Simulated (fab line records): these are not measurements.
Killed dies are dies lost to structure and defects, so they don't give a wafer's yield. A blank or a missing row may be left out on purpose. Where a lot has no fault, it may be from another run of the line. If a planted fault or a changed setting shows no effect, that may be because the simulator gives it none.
Matching of chambers    flow nand_harc    ald_metal-04 running NHARC_P_CONTACT_ALD_22: 4 sister chambers
The step deposits TiN, target thk 3 nm, pulse time 1 s, ald cycles 150. 8 wafers are shown with their chamber, then 7 later ones without.

== WAFERS PAIRED WITH THEIR CHAMBERS ==
wafer   chamber  heater_power_w (W)  susceptor_temp_C (C)
L079.4  1        992                 450.52
L080.2  2        1017                450.07
L080.3  3        1025                450.32
L080.5  3        1020                450.12
L081.5  0        1078                450.12
L081.6  1        977                 450.27
L083.2  0        1083                449.78
L083.3  2        1024                450.20

== WAFERS MISSING THEIR CHAMBER ==
wafer   heater_power_w (W)  susceptor_temp_C (C)
L083.5  1063                449.95
L093.2  896                 449.52
L093.3  969                 449.94
L093.6  1056                450.19
L097.1  1002                450.03
L097.3  1067                450.02
L097.5  896                 449.69

== CHAMBER TAKEN BY EACH ==
wafer    from the rows above            in truth
L083.5   0                              0
L093.2   1                              1
L093.3   1                              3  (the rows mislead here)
L093.6   can't be placed: 0 or 3 or 2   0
L097.1   can't be placed: 2 or 3 or 1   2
L097.3   0                              0
L097.5   1                              1
4 of 7 placed correctly. These rows do not allow placing 2 (true chamber among the candidates in 2). Number placed wrongly: 1.
How it was worked out, from the rows above alone: a wafer's distance from a chamber is the root of the sum, over the readings, of the square of ((its reading less the chamber's mean) divided by the reading's scatter). If the next closest chamber is less than 2 further off than the closest, the wafer can't be placed; otherwise it belongs to the closest. Each chamber's mean is taken over the wafers shown for it. How the scatter is found: for the shown wafers, subtract from each reading the mean of its chamber, square and add these, divide the total by (wafers less chambers), then take the root.
